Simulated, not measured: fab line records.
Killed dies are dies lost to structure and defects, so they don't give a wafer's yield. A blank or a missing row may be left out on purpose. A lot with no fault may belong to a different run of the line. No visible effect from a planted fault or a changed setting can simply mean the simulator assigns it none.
What tool caused it?	flow n5_finfet	72 wafers from 24 lots sampled at 6 of the route's 1938 steps

## WHAT THE GAUGES READ, wafer by wafer
The record holds no reading of a measuring or inspecting step that can be judged against a usual standard deviation.

## EACH LOT AND THE TOOL THAT RAN IT (in order: tool; ch and the chambers of the sampled wafers; start)
lot	N5_BEOL_M0_CUTY_DESCUM_61	N5_BEOL_M0_CUTY_ETCH_63	N5_BEOL_M0_PRE_CLEAN_113	N5_BEOL_M0_SPUTTER_116	N5_BEOL_M0_SPUTTER_132	N5_BEOL_M1_ILD_DEP_00
L074	rie_diel-04 ch 0,1,3, day 5 18:33	rie_diel-04 ch 0,1,3, day 5 18:38	pvd_sputter-03, day 5 20:23	pvd_sputter-02, day 5 21:01	pvd_sputter-02, day 5 21:08	pecvd-01 ch 1,2, day 5 22:34
L075	rie_diel-03 ch 2,3, day 6 02:22	rie_diel-03 ch 2,3, day 6 02:26	pvd_sputter-03, day 6 06:47	pvd_sputter-01, day 6 07:51	pvd_sputter-01, day 6 07:58	pecvd-02 ch 2, day 6 09:22
L076	rie_diel-02 ch 0,3, day 6 06:58	rie_diel-02 ch 0,3, day 6 07:03	pvd_sputter-03, day 6 11:49	pvd_sputter-01, day 6 13:44	pvd_sputter-01, day 6 13:52	pecvd-01 ch 0,2, day 6 15:28
L077	rie_diel-02 ch 2,3, day 6 09:17	rie_diel-02 ch 2,3, day 6 09:22	pvd_sputter-01, day 6 11:20	pvd_sputter-02, day 6 11:54	pvd_sputter-02, day 6 12:01	pecvd-02 ch 0,2, day 6 13:26
L078	rie_diel-04 ch 0,2,3, day 6 17:09	rie_diel-04 ch 0,2,3, day 6 17:14	pvd_sputter-01, day 6 19:30	pvd_sputter-01, day 6 20:20	pvd_sputter-01, day 6 20:28	pecvd-02 ch 0,2, day 6 21:50
L079	rie_diel-02 ch 0,2,3, day 7 00:13	rie_diel-02 ch 0,2,3, day 7 00:18	pvd_sputter-02, day 7 02:55	pvd_sputter-02, day 7 05:10	pvd_sputter-02, day 7 05:17	pecvd-02 ch 0,2, day 7 06:38
L080	rie_diel-02 ch 0,1,2, day 7 09:13	rie_diel-02 ch 0,1,2, day 7 09:18	pvd_sputter-01, day 7 13:41	pvd_sputter-01, day 7 14:29	pvd_sputter-01, day 7 14:37	pecvd-01 ch 0,1,2, day 7 16:04
L081	rie_diel-03 ch 0,1,2, day 7 12:58	rie_diel-03 ch 0,1,2, day 7 13:02	pvd_sputter-01, day 7 16:28	pvd_sputter-03, day 7 17:23	pvd_sputter-03, day 7 17:31	pecvd-02 ch 0,2, day 7 18:52
L082	rie_diel-04 ch 0,1,3, day 7 16:24	rie_diel-04 ch 0,1,3, day 7 16:29	pvd_sputter-02, day 7 18:43	pvd_sputter-03, day 7 19:47	pvd_sputter-03, day 7 19:55	pecvd-01 ch 0,1,2, day 7 21:16
L083	rie_diel-03 ch 1,2, day 7 22:59	rie_diel-03 ch 1,2, day 7 23:04	pvd_sputter-03, day 8 03:32	pvd_sputter-03, day 8 05:53	pvd_sputter-03, day 8 06:01	pecvd-01 ch 0,1,2, day 8 07:28
L084	rie_diel-04 ch 0,1, day 8 08:50	rie_diel-04 ch 0,1, day 8 08:55	pvd_sputter-01, day 8 11:22	pvd_sputter-01, day 8 12:22	pvd_sputter-01, day 8 12:36	pecvd-01 ch 1,2, day 8 14:16
L085	rie_diel-04 ch 1,2,3, day 8 10:07	rie_diel-04 ch 1,2,3, day 8 10:12	pvd_sputter-03, day 8 15:52	pvd_sputter-02, day 8 17:23	pvd_sputter-02, day 8 17:30	pecvd-01 ch 0,1,2, day 8 18:56
L086	rie_diel-03 ch 2,3, day 8 21:31	rie_diel-03 ch 2,3, day 8 21:36	pvd_sputter-02, day 8 23:50	pvd_sputter-01, day 9 00:32	pvd_sputter-01, day 9 00:40	pecvd-01 ch 0,1, day 9 02:01
L087	rie_diel-03 ch 2,3, day 9 00:56	rie_diel-03 ch 2,3, day 9 01:01	pvd_sputter-02, day 9 03:46	pvd_sputter-03, day 9 04:35	pvd_sputter-03, day 9 04:43	pecvd-02 ch 1,2, day 9 06:04
L088	rie_diel-03 ch 1,2,3, day 9 06:32	rie_diel-03 ch 1,2,3, day 9 06:38	pvd_sputter-01, day 9 09:37	pvd_sputter-01, day 9 10:08	pvd_sputter-01, day 9 10:16	pecvd-01 ch 0,2, day 9 11:41
L089	rie_diel-03 ch 0,2,3, day 9 14:03	rie_diel-03 ch 0,2,3, day 9 14:08	pvd_sputter-02, day 9 16:30	pvd_sputter-03, day 9 17:19	pvd_sputter-03, day 9 17:26	pecvd-01 ch 1,2, day 9 18:47
L090	rie_diel-03 ch 0,2,3, day 9 20:20	rie_diel-03 ch 0,2,3, day 9 20:25	pvd_sputter-01, day 9 22:38	pvd_sputter-02, day 9 23:10	pvd_sputter-02, day 9 23:17	pecvd-01 ch 0,1,2, day 10 00:38
L091	rie_diel-02 ch 0,2,3, day 9 21:59	rie_diel-02 ch 0,2,3, day 9 22:04	pvd_sputter-02, day 10 04:23	pvd_sputter-02, day 10 05:26	pvd_sputter-02, day 10 05:34	pecvd-02 ch 0,1,2, day 10 06:56
L092	rie_diel-04 ch 0,1,2, day 10 00:56	rie_diel-04 ch 0,1,2, day 10 01:01	pvd_sputter-01, day 10 03:40	pvd_sputter-02, day 10 04:44	pvd_sputter-02, day 10 04:52	pecvd-02 ch 0,1,2, day 10 06:14
L093	rie_diel-02 ch 2,3, day 10 08:33	rie_diel-02 ch 2,3, day 10 08:38	pvd_sputter-01, day 10 10:26	pvd_sputter-01, day 10 11:25	pvd_sputter-01, day 10 11:32	pecvd-01 ch 0,1, day 10 13:28
L094	rie_diel-04 ch 0,1,3, day 11 01:28	rie_diel-04 ch 0,1,3, day 11 01:33	pvd_sputter-01, day 11 03:46	pvd_sputter-02, day 11 04:34	pvd_sputter-02, day 11 04:41	pecvd-04 ch 0,1, day 11 06:04
L095	rie_diel-04 ch 1,3, day 11 05:29	rie_diel-04 ch 1,3, day 11 05:34	pvd_sputter-03, day 11 07:40	pvd_sputter-02, day 11 11:19	pvd_sputter-02, day 11 11:26	pecvd-02 ch 0,1, day 11 13:15
L096	rie_diel-02 ch 1,2, day 11 07:02	rie_diel-02 ch 1,2, day 11 07:07	pvd_sputter-01, day 11 12:19	pvd_sputter-03, day 11 13:02	pvd_sputter-03, day 11 13:10	pecvd-02 ch 0,1,2, day 11 14:49
L097	rie_diel-04 ch 1,2, day 11 12:09	rie_diel-04 ch 1,2, day 11 12:14	pvd_sputter-03, day 11 16:58	pvd_sputter-01, day 11 17:49	pvd_sputter-01, day 11 17:56	pecvd-01 ch 0,1,2, day 11 19:31
- N5_BEOL_M0_CUTY_DESCUM_61: chemistry O2, time 7.9 s.
- N5_BEOL_M0_CUTY_ETCH_63: etches SOC in N2/H2, target depth 82.7 nm, overetch 16.5 nm, time 124 s.
- N5_BEOL_M0_PRE_CLEAN_113: time 30 s.
- N5_BEOL_M0_SPUTTER_116: material Cu, target thk 4 nm, time 7.37 s.
- N5_BEOL_M0_SPUTTER_132: material Cu, target thk 4 nm, time 7.37 s.
- N5_BEOL_M1_ILD_DEP_00: deposits SiOC from DEMS/O2, target thk 79 nm, time 15.3 s.

## WHAT THE TOOLS THEMSELVES READ (means of the sampled wafers that have a number; where no wafer has one, the mark that the record gives instead)
N5_BEOL_M0_CUTY_DESCUM_61. Usual: drypump_motor_current_A 5.6 A, standard deviation 0.49; oes_product_au 0.80 a.u., standard deviation 0.098; rf_vpp_V 243.0 V, standard deviation 1.3; showerhead_plenum_p_Torr 2.09 Torr, standard deviation 0.065; throttle_valve_pct 20.43 %, standard deviation 0.26.
lot	tool	drypump_motor_current_A (A)	oes_product_au (a.u.)	rf_vpp_V (V)	showerhead_plenum_p_Torr (Torr)	throttle_valve_pct (%)	flag
L074	rie_diel-04	5.7	0.72	243.5	2.10	20.59	
L075	rie_diel-03	5.7	0.73	244.1	2.12	20.40	
L076	rie_diel-02	5.2	0.87	244.8	2.15	20.45	
L077	rie_diel-02	5.2	0.90	243.1	2.11	20.28	
L078	rie_diel-04	5.4	0.69	243.0	2.06	20.54	
L079	rie_diel-02	5.2	0.84	242.6	2.09	20.45	
L080	rie_diel-02	5.5	0.76	242.2	2.03	20.41	
L081	rie_diel-03	5.8	0.81	243.0	2.07	20.49	
L082	rie_diel-04	5.7	0.70	243.0	2.09	20.63	
L083	rie_diel-03	5.5	0.79	242.6	2.07	20.35	
L084	rie_diel-04	5.3	0.70	243.1	2.08	20.63	
L085	rie_diel-04	5.8	0.88	243.2	2.10	20.41	
L086	rie_diel-03	5.4	0.72	244.0	2.13	20.37	
L087	rie_diel-03	5.6	0.71	243.1	2.11	20.45	
L088	rie_diel-03	5.4	0.74	243.0	2.10	20.38	
L089	rie_diel-03	5.7	0.76	242.5	2.10	20.52	
L090	rie_diel-03	5.7	0.76	242.5	2.09	20.52	
L091	rie_diel-02	5.2	0.82	243.0	2.08	20.49	
L092	rie_diel-04	5.4	0.86	243.6	2.09	20.45	
L093	rie_diel-02	5.2	0.85	243.3	2.10	20.33	
L094	rie_diel-04	5.7	0.84	243.1	2.08	20.39	
L095	rie_diel-04	6.1	0.83	243.8	2.08	20.37	
L096	rie_diel-02	5.5	0.85	242.5	2.04	20.18	
L097	rie_diel-04	5.4	0.83	243.3	2.09	20.53	

N5_BEOL_M0_CUTY_ETCH_63. Usual: drypump_motor_current_A 5.6 A, standard deviation 0.49; n2_flow_sccm 200.0 sccm, standard deviation 0.57; oes_product_au 0.65 a.u., standard deviation 0.075; rf_vpp_V 523.5 V, standard deviation 2.3; showerhead_plenum_p_Torr 2.53 Torr, standard deviation 0.08; throttle_valve_pct 17.8 %, standard deviation 0.31.
lot	tool	drypump_motor_current_A (A)	n2_flow_sccm (sccm)	oes_product_au (a.u.)	rf_vpp_V (V)	showerhead_plenum_p_Torr (Torr)	throttle_valve_pct (%)	flag
L074	rie_diel-04	5.7	199.7	0.59	524.1	2.56	18.1	
L075	rie_diel-03	5.6	200.4	0.60	524.6	2.58	17.9	
L076	rie_diel-02	5.2	199.7	0.72	525.8	2.60	17.6	
L077	rie_diel-02	5.2	199.1	0.74	523.7	2.57	17.6	
L078	rie_diel-04	5.4	199.5	0.58	522.9	2.51	18.0	
L079	rie_diel-02	5.2	199.6	0.69	523.7	2.53	17.8	
L080	rie_diel-02	5.5	200.6	0.62	521.5	2.47	17.8	
L081	rie_diel-03	5.7	199.8	0.67	522.3	2.49	17.8	
L082	rie_diel-04	5.7	199.8	0.58	523.7	2.55	18.1	
L083	rie_diel-03	5.5	200.5	0.66	522.4	2.48	17.6	
L084	rie_diel-04	5.3	199.7	0.58	523.1	2.56	18.3	
L085	rie_diel-04	5.8	200.3	0.73	523.9	2.54	17.7	
L086	rie_diel-03	5.4	200.0	0.60	525.2	2.61	17.9	
L087	rie_diel-03	5.6	200.1	0.59	523.6	2.56	18.0	
L088	rie_diel-03	5.5	200.5	0.62	524.8	2.54	17.8	
L089	rie_diel-03	5.7	199.9	0.63	523.3	2.55	18.0	
L090	rie_diel-03	5.7	199.8	0.63	523.7	2.55	18.0	
L091	rie_diel-02	5.2	200.0	0.66	523.8	2.52	17.8	
L092	rie_diel-04	5.4	200.3	0.70	524.2	2.54	17.9	
L093	rie_diel-02	5.2	199.9	0.69	524.3	2.55	17.7	
L094	rie_diel-04	5.7	199.6	0.69	522.8	2.54	17.8	
L095	rie_diel-04	6.1	199.9	0.68	523.3	2.53	17.7	
L096	rie_diel-02	5.5	199.5	0.69	522.0	2.48	17.6	
L097	rie_diel-04	5.4	200.2	0.67	523.1	2.53	17.8	

N5_BEOL_M0_PRE_CLEAN_113. Usual: 325 W for heater_power_w, sd 44.
lot	tool	heater_power_w (W)	flag
L074	pvd_sputter-03	350	
L075	pvd_sputter-03	379	
L076	pvd_sputter-03	351	
L077	pvd_sputter-01	309	
L078	pvd_sputter-01	298	
L079	pvd_sputter-02	338	
L080	pvd_sputter-01	304	
L081	pvd_sputter-01	287	
L082	pvd_sputter-02	338	
L083	pvd_sputter-03	332	
L084	pvd_sputter-01	305	
L085	pvd_sputter-03	369	
L086	pvd_sputter-02	362	
L087	pvd_sputter-02	365	
L088	pvd_sputter-01	278	
L089	pvd_sputter-02	338	
L090	pvd_sputter-01	295	
L091	pvd_sputter-02	369	
L092	pvd_sputter-01	305	
L093	pvd_sputter-01	297	
L094	pvd_sputter-01	302	
L095	pvd_sputter-03	352	
L096	pvd_sputter-01	291	
L097	pvd_sputter-03	355	

N5_BEOL_M0_SPUTTER_116. Usual: 30.3 % for throttle_valve_pct, sd 1.
lot	tool	throttle_valve_pct (%)	flag
L074	pvd_sputter-02	30.8	
L075	pvd_sputter-01	30.0	
L076	pvd_sputter-01	29.8	
L077	pvd_sputter-02	30.2	
L078	pvd_sputter-01	29.3	
L079	pvd_sputter-02	30.0	
L080	pvd_sputter-01	30.2	
L081	pvd_sputter-03	29.8	
L082	pvd_sputter-03	30.2	
L083	pvd_sputter-03	29.8	
L084	pvd_sputter-01	31.0	
L085	pvd_sputter-02	30.0	
L086	pvd_sputter-01	30.0	
L087	pvd_sputter-03	30.7	
L088	pvd_sputter-01	31.5	
L089	pvd_sputter-03	30.3	
L090	pvd_sputter-02	30.8	
L091	pvd_sputter-02	30.0	
L092	pvd_sputter-02	30.1	
L093	pvd_sputter-01	30.0	
L094	pvd_sputter-02	30.6	
L095	pvd_sputter-02	30.1	
L096	pvd_sputter-03	30.5	
L097	pvd_sputter-01	30.8	

N5_BEOL_M0_SPUTTER_132. Usual: 30.3 % for throttle_valve_pct, sd 0.99.
lot	tool	throttle_valve_pct (%)	flag
L074	pvd_sputter-02	31.1	
L075	pvd_sputter-01	30.0	
L076	pvd_sputter-01	30.0	
L077	pvd_sputter-02	30.0	
L078	pvd_sputter-01	29.4	
L079	pvd_sputter-02	30.0	
L080	pvd_sputter-01	30.2	
L081	pvd_sputter-03	29.9	
L082	pvd_sputter-03	30.4	
L083	pvd_sputter-03	29.8	
L084	pvd_sputter-01	30.8	
L085	pvd_sputter-02	30.1	
L086	pvd_sputter-01	30.1	
L087	pvd_sputter-03	31.0	
L088	pvd_sputter-01	31.3	
L089	pvd_sputter-03	30.3	
L090	pvd_sputter-02	30.9	
L091	pvd_sputter-02	30.1	
L092	pvd_sputter-02	30.1	
L093	pvd_sputter-01	30.0	
L094	pvd_sputter-02	30.4	
L095	pvd_sputter-02	29.8	
L096	pvd_sputter-03	30.3	
L097	pvd_sputter-01	30.9	

N5_BEOL_M1_ILD_DEP_00. Usual: heater_power_w 455 W, standard deviation 47; showerhead_plenum_p_Torr 5.703 Torr, standard deviation 0.013; throttle_valve_pct 12.5 %, standard deviation 0.78.
lot	tool	heater_power_w (W)	showerhead_plenum_p_Torr (Torr)	throttle_valve_pct (%)	flag
L074	pecvd-01	433	5.703	13.3	
L075	pecvd-02	449	5.689	12.0	
L076	pecvd-01	439	5.707	12.8	
L077	pecvd-02	463	5.683	12.3	
L078	pecvd-02	455	5.694	12.9	
L079	pecvd-02	461	5.695	12.4	
L080	pecvd-01	445	5.716	13.0	
L081	pecvd-02	466	5.697	12.8	
L082	pecvd-01	439	5.706	12.7	
L083	pecvd-01	462	5.705	12.7	
L084	pecvd-01	443	5.717	13.2	
L085	pecvd-01	425	5.708	12.8	
L086	pecvd-01	451	5.705	12.7	
L087	pecvd-02	495	5.706	11.8	
L088	pecvd-01	495	5.712	12.2	
L089	pecvd-01	448	5.704	13.4	
L090	pecvd-01	427	5.712	12.8	
L091	pecvd-02	444	5.699	12.3	
L092	pecvd-02	453	5.700	12.5	
L093	pecvd-01	476	5.718	12.6	
L094	pecvd-04	501	5.683	11.5	
L095	pecvd-02	431	5.701	12.8	
L096	pecvd-02	441	5.692	12.4	
L097	pecvd-01	469	5.704	12.2	

## THE ANSWER, worked out from the rows above alone
Rule: lot off if the mean of its wafers having a number is beyond 3 standard deviations from the usual mean. Also off: a lot with no number at a reading for which 4 or more lots have one. Any other lot the step has rows for is counted as sound. First the gauges in route order, then the tools' own readings, where a lot's mean is used as printed above. The first step at which some lot is off is used, and at that step the reading that is off furthest; a lot without a number counts as furthest.
No lot is off on any of the readings shown, so nothing can be concluded from this.

## WHAT HAD BEEN PUT IN BY THE SIMULATOR
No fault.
